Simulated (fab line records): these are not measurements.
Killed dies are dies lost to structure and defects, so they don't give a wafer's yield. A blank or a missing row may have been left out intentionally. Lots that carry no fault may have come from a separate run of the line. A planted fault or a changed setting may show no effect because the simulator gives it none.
Matching of chambers -- flow n5_finfet -- N5_BEOL_M10_ETCH_66 on rie_diel-06 has 4 sister chambers
The step etches SOC in N2/H2, target depth 120 nm, overetch 24 nm, time 180 s. 20 wafers are shown with their chamber, then 10 later ones without.

WAFERS PAIRED WITH THEIR CHAMBERS
wafer,chamber,drypump_motor_current_A (A),showerhead_plenum_p_Torr (Torr),throttle_valve_pct (%)
L074.1,3,5.8,2.52,18.05
L074.3,2,6.1,2.67,17.67
L074.5,2,6.1,2.67,17.66
L076.2,0,5.7,2.55,17.68
L076.4,3,5.8,2.52,18.09
L076.6,3,5.8,2.52,18.06
L083.1,0,5.7,2.54,17.70
L083.2,2,6.2,2.66,17.71
L083.5,2,6.1,2.66,17.69
L082.1,0,5.7,2.54,17.72
L082.3,3,5.8,2.52,18.09
L082.5,3,5.8,2.52,18.09
L085.1,3,5.8,2.51,18.09
L085.2,0,5.7,2.54,17.71
L085.6,0,5.7,2.54,17.72
L086.1,2,6.1,2.66,17.71
L086.3,3,5.8,2.51,18.11
L086.5,1,6.2,2.47,17.32
L088.3,2,6.1,2.66,17.73
L088.5,0,5.7,2.54,17.76

SIGNATURES (means of the wafers above)
reading,chamber 0,chamber 1,chamber 2,chamber 3,scatter within a chamber
drypump_motor_current_A,5.700,6.200,6.117,5.800,0.0228
showerhead_plenum_p_Torr,2.5417,2.4700,2.6633,2.5171,0.00474
throttle_valve_pct,17.7150,17.3200,17.6950,18.0829,0.0245
Rule: distance of a wafer from a chamber = root of the sum over the readings of ((wafer's reading minus chamber's mean) / reading's scatter) squared. The wafer belongs to the nearest chamber; if the next one is less than 2 further off, it can't be placed. The scatter: take each reading less its chamber's mean, square it, sum over the shown wafers, divide by the number of wafers less the number of chambers, and take the root.

WAFERS WITH NO CHAMBER GIVEN
wafer,drypump_motor_current_A (A),showerhead_plenum_p_Torr (Torr),throttle_valve_pct (%)
L088.6,6.2,2.47,17.31
L089.1,5.7,2.54,17.73
L089.2,5.8,2.51,18.09
L089.5,6.1,2.66,17.71
L095.1,5.7,2.53,17.76
L095.3,6.1,2.46,17.35
L095.6,5.7,2.53,17.78
L096.2,5.8,2.50,18.14
L096.3,6.1,2.65,17.74
L096.6,5.8,2.50,18.14

EACH ONE'S CHAMBER
wafer,from the rows above,in truth
L088.6,1,1
L089.1,0,0
L089.2,3,3
L089.5,2,2
L095.1,0,0
L095.3,1,1
L095.6,0,0
L096.2,3,3
L096.3,2,2
L096.6,3,3
10 of 10 placed correctly. Number that these rows cannot place: 0. 0 placed wrongly.
